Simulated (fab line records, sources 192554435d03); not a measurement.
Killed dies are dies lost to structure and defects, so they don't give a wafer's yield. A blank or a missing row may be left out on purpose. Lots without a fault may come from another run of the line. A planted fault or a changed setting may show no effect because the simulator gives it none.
A struck lot beside a sound one | flow n5_finfet | 15 steps out of a route of 1938
Sound: wafers L451.1, L451.2, L451.3. Struck: wafer L459.4. (L459.3, L459.5 of the same lot were not struck and are left out.) The cause comes at the end.
At each step with rows: each side's tool, then ch and its chambers, then its first start. Under that, the readings that differ: sound wafers | struck wafers | difference of the means | sigmas: that difference in standard deviations of wafers without a fault.
alike: readings whose means differ by less than 2 such deviations, and words and numbers that are the same on both sides. not compared: withheld readings, readings that some wafer has no value for, bounds like >300 that may hide the same value, and numbers for which the record gives no deviation and whose values overlap.
The two part at a step that has a row with sigmas, a row that says differs or no value, or rows on one side only. Numbers that don't overlap but have no deviation are shown without sigmas and don't part them. A reading that every wafer of one side lacks parts them only if that side has two wafers or more.

first, 4 steps without rows for these wafers: N5_BEOL_M7_SOFTBAKE_06 (time 60 s); N5_BEOL_M7_EXPOSE_08 (exposes mask M7); N5_BEOL_M7_PEB_09 (peb time 60 s); N5_BEOL_M7_DEVELOP_10 (develop time 30 s).
N5_BEOL_M7_CD_MEAS_11: target cd 38.5 nm.
  sound on cd_sem-03 ch 0, day 11 03:00; struck on cd_sem-01 ch 0, day 14 06:56
  reading    | sound          | struck | difference | sigmas
  cd_nm (nm) | 38.4 38.1 38.7 | 39.4   | +1.0       | +2
N5_BEOL_M7_OVL_MEAS_12:
  sound on overlay-01 ch 0, day 11 03:03; struck on overlay-02 ch 0, day 14 06:58
  alike: M7_OVL
N5_BEOL_M7_INSPECT_13: inspects for defects (brightfield).
  sound on defect_inspect-02, day 11 03:04; struck on defect_inspect-01, day 14 06:59
  alike: raw_defect_count
N5_BEOL_M7_DESCUM_16: chemistry O2, time 7.9 s.
  sound on rie_diel-06 ch 1,2,3, day 11 03:06; struck on rie_diel-02 ch 1, day 14 07:02
  alike: drypump_motor_current_A, oes_product_au, rf_vpp_V, showerhead_plenum_p_Torr, throttle_valve_pct
  not compared: rf_hours_counter_h
N5_BEOL_M7_ETCH_61: etches SiARC in CF4, target depth 45.5 nm, time 75.8 s.
  sound on rie_diel-06 ch 1,2,3, day 11 03:08; struck on rie_diel-02 ch 1, day 14 07:05
  alike: drypump_motor_current_A, etch_rf_on_time_s, oes_product_au, rf_vpp_V, showerhead_plenum_p_Torr, throttle_valve_pct
  not compared: rf_hours_counter_h
N5_BEOL_M7_ETCH_62: etches SOC in N2/H2, target depth 110 nm, overetch 22 nm, time 165 s.
  sound on rie_diel-06 ch 1,2,3, day 11 03:12; struck on rie_diel-02 ch 1, day 14 07:08
  alike: drypump_motor_current_A, oes_product_au, rf_vpp_V, showerhead_plenum_p_Torr, throttle_valve_pct
  not compared: rf_hours_counter_h
then, 1 step without rows for these wafers: N5_BEOL_M7_STRIP_68 (strips in N2/H2).
N5_BEOL_M7_STRIP_67: strips in CF4.
  sound on rie_diel-06 ch 1,2,3, day 11 03:20; struck on rie_diel-02 ch 1, day 14 07:17
  reading      | sound             | struck | difference | sigmas
  rf_vpp_V (V) | 270.8 272.8 270.8 | 268.7  | -2.8       | -2
  alike: drypump_motor_current_A, oes_product_au, showerhead_plenum_p_Torr, throttle_valve_pct
  not compared: rf_hours_counter_h
N5_BEOL_M7_HM_OPEN_17: chemistry Cl2/BCl3, target TiN, target depth 20 nm, overetch 6 nm.
  sound on rie_metal-03 ch 0,1, day 11 03:23; struck on rie_metal-02 ch 0, day 14 07:21
  reading                                  | sound          | struck | difference | sigmas
  model.SOC_of_BEOL_M7_COAT_59.thk_nm (nm) | 91.8 91.4 91.8 | 89.8   | -1.9       |
  alike: drypump_motor_current_A, oes_product_au, throttle_valve_pct
  not compared: rf_hours_counter_h
N5_BEOL_M7_STRIP_19: strips in O2.
  sound on rie_diel-04 ch 0,2,3, day 11 03:36; struck on rie_diel-06 ch 3, day 14 07:35
  reading                     | sound       | struck | difference | sigmas
  drypump_motor_current_A (A) | 5.0 5.3 5.1 | 6.3    | +1.2       | +2
  rf_hours_counter_h (h)      | 92 71 112   | 46     | -46        |
  alike: oes_product_au, rf_vpp_V, showerhead_plenum_p_Torr, throttle_valve_pct
N5_PASSIVATION_PROBE_49:
  the record has rows for the sound wafers here (prober-02, day 14 12:49) and none for the struck ones

WHERE THEY PART
First at N5_BEOL_M7_CD_MEAS_11; last, within this record, at N5_PASSIVATION_PROBE_49.

WHY: what the simulator had put in
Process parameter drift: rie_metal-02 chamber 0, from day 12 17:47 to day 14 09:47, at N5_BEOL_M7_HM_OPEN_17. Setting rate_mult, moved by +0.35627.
